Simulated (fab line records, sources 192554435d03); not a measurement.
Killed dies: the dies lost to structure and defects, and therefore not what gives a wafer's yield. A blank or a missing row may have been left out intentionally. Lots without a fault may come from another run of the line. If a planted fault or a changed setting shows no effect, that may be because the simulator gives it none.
Chamber matching / flow n5Finfet / 4 sister chambers for N5_BEOL_M0_SAQP_SPACER2_ALD_26 on aldSin-02
The step deposits SiO2, target thk 15 nm, pulse time 1 s, purge time 2 s. 20 wafers are shown with their chamber, then 10 later ones without.

WAFERS, EACH WITH ITS CHAMBER
wafer=L075.1; chamber=3; heaterPowerW (W)=572; precursorPulseHeightRel=0.995
wafer=L075.4; chamber=2; heaterPowerW (W)=401; precursorPulseHeightRel=0.975
wafer=L075.6; chamber=2; heaterPowerW (W)=419; precursorPulseHeightRel=1.022
wafer=L076.1; chamber=2; heaterPowerW (W)=398; precursorPulseHeightRel=1.006
wafer=L076.2; chamber=1; heaterPowerW (W)=527; precursorPulseHeightRel=0.998
wafer=L076.3; chamber=0; heaterPowerW (W)=537; precursorPulseHeightRel=1.030
wafer=L076.4; chamber=3; heaterPowerW (W)=556; precursorPulseHeightRel=1.014
wafer=L076.5; chamber=0; heaterPowerW (W)=553; precursorPulseHeightRel=0.975
wafer=L076.6; chamber=1; heaterPowerW (W)=522; precursorPulseHeightRel=0.994
wafer=L078.1; chamber=2; heaterPowerW (W)=404; precursorPulseHeightRel=1.014
wafer=L078.2; chamber=0; heaterPowerW (W)=577; precursorPulseHeightRel=0.998
wafer=L078.3; chamber=3; heaterPowerW (W)=563; precursorPulseHeightRel=1.058
wafer=L082.1; chamber=1; heaterPowerW (W)=522; precursorPulseHeightRel=0.992
wafer=L082.3; chamber=2; heaterPowerW (W)=397; precursorPulseHeightRel=1.014
wafer=L082.4; chamber=3; heaterPowerW (W)=551; precursorPulseHeightRel=1.030
wafer=L084.1; chamber=2; heaterPowerW (W)=410; precursorPulseHeightRel=1.016
wafer=L084.2; chamber=1; heaterPowerW (W)=512; precursorPulseHeightRel=0.994
wafer=L084.5; chamber=0; heaterPowerW (W)=546; precursorPulseHeightRel=1.011
wafer=L088.2; chamber=3; heaterPowerW (W)=560; precursorPulseHeightRel=1.012
wafer=L088.4; chamber=1; heaterPowerW (W)=505; precursorPulseHeightRel=1.003

SIGNATURES, as means of the wafers listed above
reading=heaterPowerW; chamber 0=553.25; chamber 1=517.60; chamber 2=404.83; chamber 3=560.40; scatter within a chamber=10.6
reading=precursorPulseHeightRel; chamber 0=1.00350; chamber 1=0.99620; chamber 2=1.00783; chamber 3=1.02180; scatter within a chamber=0.0183
Rule: a wafer lies at a distance from a chamber equal to the root of the sum of squares, over the readings, of (its reading less the chamber's mean, divided by the reading's scatter). If the next closest chamber is less than 2 further off than the closest, the wafer can't be placed; otherwise it belongs to the closest. The scatter: the root of (the sum of the squares of (reading less its chamber's mean) over the shown wafers, divided by (wafers less chambers)).

WAFERS WHOSE CHAMBER IS MISSING
wafer=L088.6; heaterPowerW (W)=413; precursorPulseHeightRel=0.988
wafer=L092.2; heaterPowerW (W)=562; precursorPulseHeightRel=1.031
wafer=L092.3; heaterPowerW (W)=413; precursorPulseHeightRel=1.006
wafer=L092.5; heaterPowerW (W)=405; precursorPulseHeightRel=1.017
wafer=L094.2; heaterPowerW (W)=498; precursorPulseHeightRel=1.013
wafer=L094.4; heaterPowerW (W)=406; precursorPulseHeightRel=1.022
wafer=L094.5; heaterPowerW (W)=589; precursorPulseHeightRel=0.962
wafer=L096.3; heaterPowerW (W)=485; precursorPulseHeightRel=1.003
wafer=L096.5; heaterPowerW (W)=563; precursorPulseHeightRel=0.994
wafer=L096.6; heaterPowerW (W)=558; precursorPulseHeightRel=0.983

THE CHAMBER EACH PASSED THROUGH
wafer=L088.6; from the rows above=2; in truth=2
wafer=L092.2; from the rows above=can't be placed: 3 or 0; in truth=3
wafer=L092.3; from the rows above=2; in truth=2
wafer=L092.5; from the rows above=2; in truth=2
wafer=L094.2; from the rows above=1; in truth=1
wafer=L094.4; from the rows above=2; in truth=2
wafer=L094.5; from the rows above=can't be placed: 0 or 3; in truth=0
wafer=L096.3; from the rows above=1; in truth=1
wafer=L096.5; from the rows above=can't be placed: 0 or 3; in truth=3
wafer=L096.6; from the rows above=can't be placed: 0 or 3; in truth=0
Correct placement for 6 of the 10. Unplaceable from these rows: 4, with the true chamber sitting among the candidates in 4. Placed wrongly: 0.
